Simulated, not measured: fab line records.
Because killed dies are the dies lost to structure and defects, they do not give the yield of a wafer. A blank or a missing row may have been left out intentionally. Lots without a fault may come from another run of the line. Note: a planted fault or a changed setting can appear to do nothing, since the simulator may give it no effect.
Comparing a struck lot with a sound one    flow n5Finfet    40 out of 1938 route steps
Sound: these wafers, L459.1, L459.5, L459.6. The struck wafers were L451.2, L451.3, L451.4. The cause is named last.
Each step with rows lists, per side, the tool, then ch with its chambers, then its first start. Under that, the readings that differ: sound wafers    struck wafers    difference of the means    sigmas: that difference in standard deviations of wafers without a fault.
alike: a reading whose means differ by less than 2 such deviations, as well as words and numbers matching on both sides. not compared: withheld readings; readings where some wafer has no value; bounds like >300 that might hide an equal value; numbers whose values overlap and for which the record gives no deviation.
Wherever a step has rows on one side only, a row that says differs or no value, or a row with sigmas, the two part there. When numbers do not overlap yet have no deviation, they are printed without sigmas and do not part them. A reading missing from all wafers of one side parts the sides only when that side holds two or more wafers.

first, 11 steps without rows for these wafers: N5_HKMG_FIN_STRIP_60 (strips in N2/H2, time 360 s); N5_HKMG_FIN_WET_ETCH_77 (etches La2O3 in dHCl, stops on HfO2, target depth 2 nm); N5_HKMG_FIN_WET_ETCH_78 (etches Al2O3 in dNH4OH, stops on La2O3, target depth 4.5 nm, rinse time 30 s); N5_HKMG_FIN_ALD_79 (deposits TiN, target thk 1.5 nm, pulse time 1 s, purge time 3 s); N5_HKMG_FIN_CVD_62 (deposits a-Si from Si2H6, target thk 3 nm, time 20.8 s); N5_HKMG_FIN_RTA_80 (time 2 s); N5_HKMG_FIN_PRECLEAN_64 (cleans in dHF, time 30 s); N5_HKMG_FIN_WET_ETCH_65 (etches a-Si in TMAH, stops on TiN, time 49 s, target depth 3 nm); N5_HKMG_FIN_WET_ETCH_81 (etches TiN in SC1, stops on HfO2, time 57 s, target depth 6 nm); N5_HKMG_FIN_WET_ETCH_82 (etches La2O3 in dHCl, stops on HfO2, target depth 2 nm, rinse time 30 s); N5_HKMG_FIN_ALD_36 (deposits TiN, target thk 1 nm, pulse time 1 s, purge time 3 s).
N5_HKMG_FIN_PWFM_ALD_03: deposits TiN, target thk 2 nm, pulse time 1 s, purge time 3 s.
  sound on aldMetal-03 ch 0,3, day 8 01:47; struck on aldMetal-02 ch 0,1,3, day 6 07:08
  no value came back on the struck wafers for any of 5 readings (aldCycles, chamberPressureTorr (Torr) and others); on the sound wafers aldCycles reads 91 91 91
then, 26 steps without rows for these wafers: N5_HKMG_FIN_COAT_29 (time 60 s, resist thk 300 nm); N5_HKMG_FIN_COAT_30 (time 60 s, resist thk 35 nm); N5_HKMG_FIN_COAT_06 (resist thk 90 nm); N5_HKMG_FIN_EBR_08; N5_HKMG_FIN_SOFTBAKE_07 (time 60 s); N5_HKMG_FIN_EXPOSE_09 (exposes mask NWFM); N5_HKMG_FIN_PEB_10 (peb time 60 s); N5_HKMG_FIN_DEVELOP_11 (develop time 30 s); N5_HKMG_FIN_DESCUM_17 (chemistry O2, time 7.9 s); N5_HKMG_FIN_ETCH_31 (etches SiARC in CF4, target depth 45.5 nm, time 75.8 s); N5_HKMG_FIN_ETCH_32 (etches SOC in N2/H2, target depth 240 nm, time 300 s); N5_HKMG_FIN_STRIP_33 (strips in N2/H2); N5_HKMG_FIN_STRIP_34 (strips in CF4); N5_HKMG_FIN_ETCH_35 (etches SOC in N2/H2, target depth 215.8 nm, time 243.4 s); N5_HKMG_FIN_STRIP_92 (strips SOC in N2/H2, time 20 s); N5_HKMG_FIN_WET_ETCH_18 (etches TiN in SC1, time 55 s, target depth 5.2 nm, rinse time 30 s); N5_HKMG_FIN_STRIP_19 (strips in N2/H2, time 360 s); N5_HKMG_FIN_ALD_91 (deposits TiN, target thk 1 nm, pulse time 1 s, purge time 3 s); N5_HKMG_FIN_COAT_85 (time 60 s, resist thk 300 nm); N5_HKMG_FIN_ETCH_86 (etches SOC in N2/H2, stops on TiN, target depth 393.2 nm); N5_HKMG_FIN_STRIP_89 (strips SOC in N2/H2, time 20 s); N5_HKMG_FIN_WET_ETCH_87 (etches TiN in SC1, time 154.2 s, target depth 4.7 nm, rinse time 30 s); N5_HKMG_FIN_STRIP_88 (strips in N2/H2, time 360 s); N5_HKMG_FIN_NWFM_ALD_20 (deposits TiAlC, target thk 2 nm, pulse time 3 s, purge time 2 s); N5_HKMG_FIN_ALD_71 (deposits TiN, target thk 1 nm, pulse time 1 s, purge time 3 s); N5_HKMG_FIN_COAT_66 (time 60 s, resist thk 300 nm).
-- the record jumps here: 4 days lie between the struck wafers' starts before and after (it left off in module HKMG_FIN and takes up again in module BEOL_M4, whose first step shown is number 1111 of the route) --
N5_BEOL_M4_RC_MEAS_101:
  sound on prober-02 ch 0, day 12 08:45; struck on prober-01 ch 0, day 9 21:16
reading              sound                      struck                   difference  sigmas
IOFF_P (nA/um)       0.23 0.20 0.23             0.00 0.00 0.00           -0.22       -7
IOFF_P_85C (nA/um)   4.1 3.5 4.0                0.1 0.1 0.1              -3.8        -8
IOFF_P_LIN (nA/um)   0.108 0.097 0.109          0.002 0.002 0.002        -0.103      -9
IOFF_P_LONG (nA/um)  0.000112 0.000111 0.00011  4.5e-05 4.5e-05 4.5e-05  -6.6e-05    -8
ION_P (uA/um)        463 456 456                303 301 302              -156        -21
VT_P (mV)            -251 -250 -250             -360 -357 -360           -109        -31
VT_P_LONG (mV)       -271.7 -272.9 -273.6       -378.4 -376.2 -381.8     -106.1      -35
VT_P_LVT (mV)        -97.5 -98.9 -98.1          -207.4 -208.3 -209.8     -110.3      -38
  alike: DIBL_N, DIBL_P, IOFF_N, ION_N, SS_N, SS_P, VT_N
-- record jumps: 4 days separate the struck wafers' starts on either side; left off in module BEOL_M4, taken up again in module PASSIVATION, whose first shown step is the route's number 1936 --
N5_PASSIVATION_PROBE_49:
  struck on prober-01, day 14 07:24; sound on prober-02, day 16 14:44
reading               sound           struck             difference  sigmas
sort_bin_8_speed (%)  0 0 0           94.24 91.36 90.59  +92.06      +99 or more
sortNPass             1086 1081 1076  0 0 0              -1081       -64
sortYieldPct (%)      92.0 91.6 91.2  0 0 0              -92         -65
  alike: defectLimitedYield, killed_at_M0_to_M3, killed_at_M4_up, killedAtContacts, killedAtFrontEnd, killedAtOther, killedDies, killedOpen, killedShort, sort_bin_5_function, sort_bin_6_memory

== WHERE THEY PART ==
At N5_HKMG_FIN_PWFM_ALD_03 first; at N5_PASSIVATION_PROBE_49 last (within this record only).

WHY: whatever the simulator had introduced
Step skipped in full: aldMetal-02, at N5_HKMG_FIN_PWFM_ALD_03, from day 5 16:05 onward. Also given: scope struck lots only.
